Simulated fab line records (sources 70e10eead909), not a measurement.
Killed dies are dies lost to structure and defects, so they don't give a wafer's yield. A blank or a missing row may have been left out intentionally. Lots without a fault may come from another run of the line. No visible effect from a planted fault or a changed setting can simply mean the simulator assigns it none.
What tool caused it? -- flow nandHarc -- 11 lots, 33 wafers sampled, at 5 steps of a route of 1159

== WHAT THE GAUGES SHOWED, per wafer ==
NHARC_END_SORT_01.
lot,measured,on,killedAtArray
L325,day 23 05:47,prober-02,35 42 670
L327,day 24 05:10,prober-02,15 9 666

== TOOL THAT RAN EACH LOT (tool first, then ch and the chambers of the sampled wafers, then the start) ==
lot,NHARC_A_STAIRCASE_ETCHBACK_422,NHARC_A_SGD_CUT_ETCH_15,NHARC_A_SGD_CUT_ETCH_16,NHARC_A_SGD_CUT_STRIP_28
L308,"rieDiel-13 ch 1,2,3, day 13 11:43","rieDiel-03 ch 0,2,3, day 13 14:28 or earlier","rieDiel-03 ch 0,1,2, day 13 14:28","rieDiel-03 ch 2,3, no start"
L312,"rieDiel-08 ch 1,3, day 14 12:05","rieDiel-12 ch 0,3, day 14 14:53 or earlier","rieDiel-12 ch 0,3, day 14 14:53","rieDiel-03 ch 0,2, no start"
L313,"rieDiel-08 ch 1,2,3, day 14 12:46","rieDiel-03 ch 1,2,3, day 14 15:34 or earlier","rieDiel-03 ch 0,2,3, day 14 15:34","rieDiel-12 ch 0,1,3, no start"
L314,"rieDiel-05 ch 2,3, day 15 17:24","rieDiel-03 ch 0,1,3, day 15 20:17 or earlier","rieDiel-03 ch 2,3, day 15 20:17","rieDiel-11 ch 0,1, no start"
L315,"rieDiel-13 ch 0,1, day 15 18:49","rieDiel-03 ch 0,2,3, day 15 21:46 or earlier","rieDiel-03 ch 0,1,3, day 15 21:46","rieDiel-03 ch 0,1, no start"
L317,"rieDiel-08 ch 0,3, day 16 04:49","rieDiel-03 ch 0,3, day 16 07:37 or earlier","rieDiel-03 ch 0,1, day 16 07:37","rieDiel-03 ch 2,3, no start"
L322,"rieDiel-05 ch 1,3, day 17 21:45","rieDiel-11 ch 0,2, day 18 00:35 or earlier","rieDiel-11 ch 0,1,3, day 18 00:35","rieDiel-11 ch 0,1, no start"
L325,"rieDiel-05 ch 0,1,3, day 17 22:13","rieDiel-03 ch 1,2, day 18 01:03 or earlier","rieDiel-03 ch 0,2,3, day 18 01:03","rieDiel-03 ch 1,3, day 23 05:47 or earlier"
L329,"rieDiel-08 ch 0,2,3, day 18 11:40","rieDiel-11 ch 0,3, day 18 14:49 or earlier","rieDiel-11 ch 1,2,3, day 18 14:49","rieDiel-11 ch 0,2,3, no start"
L327,"rieDiel-05 ch 1,2,3, day 18 11:41","rieDiel-03 ch 0,1,2, day 18 14:56 or earlier","rieDiel-03 ch 0,1,3, day 18 14:56","rieDiel-12 ch 1,2,3, day 24 05:10 or earlier"
L330,"rieDiel-05 ch 2,3, day 19 14:24","rieDiel-12 ch 2,3, day 19 17:14 or earlier","rieDiel-12 ch 1,2,3, day 19 17:14","rieDiel-03 ch 0,1,3, day 19 23:01"
- NHARC_A_STAIRCASE_ETCHBACK_422: etches the open film in CH3F/O2, target depth 40 nm, time 74.286 s.
- NHARC_A_SGD_CUT_ETCH_15: etches the open film in CH3F/O2, target depth 75 nm, time 64.3 s.
- NHARC_A_SGD_CUT_ETCH_16: etches the open film in C4F8/O2/Ar, target depth 310.5 nm, time 155.2 s.
- NHARC_A_SGD_CUT_STRIP_28: strips in O2, time 20 s.

== THE ANSWER, worked out from the rows above alone ==
Rule: the usual values come from the lots themselves. The widest of any qualifying gaps counts: lots, ordered by their means at a reading, are off when they make up no more than a third of the lots, leave a main group of 4 or more, and stand apart from it by 3 or more times the standard deviation of that group's means. If all means in a main group match to the digits the tables above print for the reading, that group is not used. A lot without any number at a reading at which 4 lots or more have one is off too. All remaining lots with rows at the step are treated as sound.
None of the lots is off at any reading shown; this tells nothing.

== WHAT THE SIMULATOR HAD PUT IN ==
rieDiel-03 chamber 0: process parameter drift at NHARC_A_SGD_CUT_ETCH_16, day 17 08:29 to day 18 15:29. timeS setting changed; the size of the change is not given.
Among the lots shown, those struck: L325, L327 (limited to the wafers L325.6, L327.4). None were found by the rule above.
